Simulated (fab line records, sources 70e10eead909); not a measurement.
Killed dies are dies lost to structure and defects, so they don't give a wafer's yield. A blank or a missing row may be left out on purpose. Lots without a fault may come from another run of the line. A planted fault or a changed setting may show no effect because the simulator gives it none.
Chamber matching | flow nand_harc | NHARC_A_STAIRCASE_ETCHBACK_157 on rie_diel-06: 4 sister chambers
The step etches the open film in CH3F/O2, target depth 90 nm, time 167.14 s. 14 wafers are shown with their chamber, then 7 later ones without.

WAFERS WITH THEIR CHAMBER
wafer  | chamber | drypump_motor_current_A (A) | showerhead_plenum_p_Torr (Torr) | rf_vpp_V (V)
L075.1 | 2       | 6.1                         | 2.51                            | 246.0
L075.2 | 0       | 5.2                         | 2.41                            | 243.5
L075.6 | 3       | 6.1                         | 2.56                            | 246.1
L074.1 | 3       | 6.2                         | 2.56                            | 246.5
L074.2 | 2       | 6.2                         | 2.51                            | 245.0
L074.6 | 0       | 5.2                         | 2.41                            | 244.2
L087.1 | 0       | 5.2                         | 2.40                            | 244.1
L087.3 | 1       | 5.8                         | 2.53                            | 245.7
L087.5 | 3       | 6.2                         | 2.55                            | 245.1
L089.4 | 0       | 5.2                         | 2.40                            | 242.5
L089.5 | 1       | 5.8                         | 2.53                            | 246.1
L089.6 | 2       | 6.1                         | 2.50                            | 245.2
L093.1 | 1       | 5.8                         | 2.52                            | 247.0
L093.2 | 3       | 6.2                         | 2.54                            | 245.6

SIGNATURES (means of the wafers above)
reading                  | chamber 0 | chamber 1 | chamber 2 | chamber 3 | scatter within a chamber
drypump_motor_current_A  | 5.200     | 5.800     | 6.133     | 6.175     | 0.0376
showerhead_plenum_p_Torr | 2.4050    | 2.5267    | 2.5067    | 2.5525    | 0.00713
rf_vpp_V                 | 243.575   | 246.267   | 245.400   | 245.825   | 0.662
Rule: a wafer's distance from a chamber is the root of the sum, over the readings, of the square of ((its reading less the chamber's mean) divided by the reading's scatter). The wafer belongs to the nearest chamber; if the next one is less than 2 further off, it can't be placed. The scatter: the root of (the sum of the squares of (reading less its chamber's mean) over the shown wafers, divided by (wafers less chambers)).

WAFERS WITHOUT THEIR CHAMBER
wafer  | drypump_motor_current_A (A) | showerhead_plenum_p_Torr (Torr) | rf_vpp_V (V)
L093.3 | 5.2                         | 2.40                            | 242.4
L091.1 | 6.2                         | 2.49                            | 245.1
L091.3 | 6.1                         | 2.54                            | 245.1
L091.6 | 6.1                         | 2.49                            | 245.9
L096.1 | 6.2                         | 2.54                            | 245.6
L096.4 | 5.2                         | 2.39                            | 243.2
L096.6 | 6.1                         | 2.54                            | 244.8

WHICH CHAMBER EACH WENT THROUGH
wafer  | from the rows above     | in truth
L093.3 | 0                       | 0
L091.1 | 2                       | 2
L091.3 | can't be placed: 3 or 2 | 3
L091.6 | 2                       | 2
L096.1 | 3                       | 3
L096.4 | 0                       | 0
L096.6 | can't be placed: 3 or 2 | 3
Placed correctly: 5 of 7. Can't be placed from these rows: 2 (the true chamber is among the candidates in 2). Placed wrongly: 0.
